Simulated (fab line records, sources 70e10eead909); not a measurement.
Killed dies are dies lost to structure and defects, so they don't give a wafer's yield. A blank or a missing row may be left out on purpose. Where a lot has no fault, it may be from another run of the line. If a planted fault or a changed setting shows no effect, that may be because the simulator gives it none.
A lot that was struck, set against a sound lot ; flow nand harc ; 14 out of 1159 route steps
Sound: the wafers L353.2, L353.4, L353.6. Struck: wafer L341.2 (L341.4, L341.5, from the same lot, were not struck and are left out); the cause is given at the end.
At each step with rows: each side's tool, then ch and its chambers, then its first start. Under that, the readings that differ: sound wafers ; struck wafers ; difference of the means ; sigmas: that difference in standard deviations of wafers without a fault.
alike: readings whose means differ by less than 2 such deviations, and words and numbers that are the same on both sides. not compared: withheld readings, readings that some wafer has no value for, bounds like >300 that may hide the same value, and numbers for which the record gives no deviation and whose values overlap.
The two part at a step that has a row with sigmas, a row that says differs or no value, or rows on one side only. Non-overlapping numbers with no deviation appear without sigmas and do not part them. A reading that every wafer of one side lacks parts them only if that side has two wafers or more.

first, 6 steps without rows for these wafers: NHARC_A_CONTACT_COAT_02 (resist thk 90 nm); NHARC_A_CONTACT_SOFTBAKE_03 (time 55 s); NHARC_A_CONTACT_EBR_04; NHARC_A_CONTACT_EXPOSE_05 (exposes mask A CC); NHARC_A_CONTACT_PEB_06 (peb time 65 s); NHARC_A_CONTACT_DEVELOP_07 (develop time 35 s).
NHARC_A_CONTACT_CD_MEAS_08: the cd target is 100 nm.
  sound on cd sem-01 ch 0, day 20 07:48; struck on cd sem-02 ch 0, day 18 00:02
  alike: cd nm
NHARC_A_CONTACT_OVL_MEAS_09:
  sound on overlay-02 at day 20 07:53; struck on overlay-01 at day 18 00:08
  alike: overlay x nm, overlay y nm
NHARC_A_CONTACT_INSPECT_10:
  sound on defect inspect-01 at day 20 07:55; struck on defect inspect-02 at day 18 00:10
  alike: raw defect count
NHARC_A_CONTACT_DESCUM_13: chemistry O2, time 3 s.
  sound on rie diel-03 ch 1,3, day 20 07:59; struck on rie diel-12 ch 1, day 18 00:13
  alike: drypump motor current A, oes product au, rf vpp V, showerhead plenum p Torr, throttle valve pct
  not compared: rf hours counter h
NHARC_A_CONTACT_ETCH_88: etches the open film in CF4, target depth 39 nm, time 65 s.
  sound on rie diel-03 ch 0,1,2, day 20 08:05; struck on rie diel-12 ch 0, day 18 00:19
  alike: bias w, drypump motor current A, oes product au, rf vpp V, run length s, showerhead plenum p Torr, throttle valve pct
  not compared: rf hours counter h
NHARC_A_CONTACT_ETCH_89: etches the open film in N2/H2, target depth 260 nm, time 475.3 s.
  sound: rie diel-03 ch 0,2,3; struck: rie diel-12 ch 3
reading;sound;struck;difference;sigmas
run length s (s);496.4 497.0 497.4;495.4;-1.5;-3
  alike: bias w, drypump motor current A, oes product au, rf vpp V, showerhead plenum p Torr, throttle valve pct
  not compared: rf hours counter h
NHARC_A_CONTACT_ETCH_30: etches the open film in CF4/CHF3, target depth 60.5 nm, time 30.2 s.
  sound on rie diel-03 ch 1,2,3, day 20 08:30; struck on rie diel-12 ch 0, day 18 00:45
reading;sound;struck;difference;sigmas
oes product au (a.u.);0.968 0.987 0.979;0.918;-0.060;-3
run length s (s);50.9 51.6 51.5;43.7;-7.6;-13
  alike: chf3 flow sccm, drypump motor current A, rf vpp V, showerhead plenum p Torr, throttle valve pct
  not compared: bias w, rf hours counter h
NHARC_A_CONTACT_ETCH_31: etches the open film in O2/COS, target depth 2000 nm, time 520 s.
  sound: rie diel-03 ch 0,1,2; struck: rie diel-12 ch 2
  alike: bias w, drypump motor current A, oes product au, rf vpp V, run length s, showerhead plenum p Torr, throttle valve pct
  not compared: rf hours counter h

## WHERE THEY PART
Earliest at NHARC_A_CONTACT_ETCH_89; latest, in this record, at NHARC_A_CONTACT_ETCH_30. Later steps at which nothing parts them and some readings are alike: NHARC_A_CONTACT_ETCH_31.

WHY: whatever the simulator had introduced
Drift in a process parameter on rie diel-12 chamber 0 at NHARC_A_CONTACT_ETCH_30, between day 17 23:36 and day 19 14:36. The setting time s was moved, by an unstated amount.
